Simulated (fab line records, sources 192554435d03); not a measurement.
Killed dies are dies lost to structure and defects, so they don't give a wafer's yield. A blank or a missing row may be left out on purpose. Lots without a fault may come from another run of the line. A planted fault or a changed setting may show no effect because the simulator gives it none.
Chamber matching | flow n5_finfet | N5_BEOL_M3_DESCUM_33 on rie_diel-06: 4 sister chambers
The step chemistry O2, time 7 s. 8 wafers are shown with their chamber, then 8 later ones without.

WAFERS WITH THEIR CHAMBER
wafer  | chamber | throttle_valve_pct (%) | oes_product_au (a.u.)
L079.3 | 3       | 20.65                  | 0.72
L083.1 | 2       | 20.90                  | 0.72
L083.2 | 0       | 20.62                  | 0.95
L083.4 | 1       | 20.05                  | 0.73
L085.1 | 0       | 20.63                  | 0.95
L085.3 | 3       | 20.66                  | 0.72
L085.4 | 2       | 20.91                  | 0.71
L088.1 | 1       | 20.08                  | 0.73

WAFERS WITHOUT THEIR CHAMBER
wafer  | throttle_valve_pct (%) | oes_product_au (a.u.)
L088.3 | 20.68                  | 0.71
L088.4 | 20.64                  | 0.93
L089.1 | 20.68                  | 0.71
L089.3 | 20.91                  | 0.72
L089.6 | 20.65                  | 0.91
L091.1 | 20.67                  | 0.71
L091.4 | 20.62                  | 0.90
L091.6 | 20.08                  | 0.73

WHICH CHAMBER EACH WENT THROUGH
wafer  | from the rows above | in truth
L088.3 | 3                   | 3
L088.4 | 0                   | 0
L089.1 | 3                   | 3
L089.3 | 2                   | 2
L089.6 | 0                   | 0
L091.1 | 3                   | 3
L091.4 | 0                   | 0
L091.6 | 1                   | 1
Placed correctly: 8 of 8. Can't be placed from these rows: 0. Placed wrongly: 0.
How it was worked out, from the rows above alone: a wafer's distance from a chamber is the root of the sum, over the readings, of the square of ((its reading less the chamber's mean) divided by the reading's scatter). The wafer belongs to the nearest chamber; if the next one is less than 2 further off, it can't be placed. A chamber's mean is the mean of its shown wafers. The scatter: the root of (the sum of the squares of (reading less its chamber's mean) over the shown wafers, divided by (wafers less chambers)).
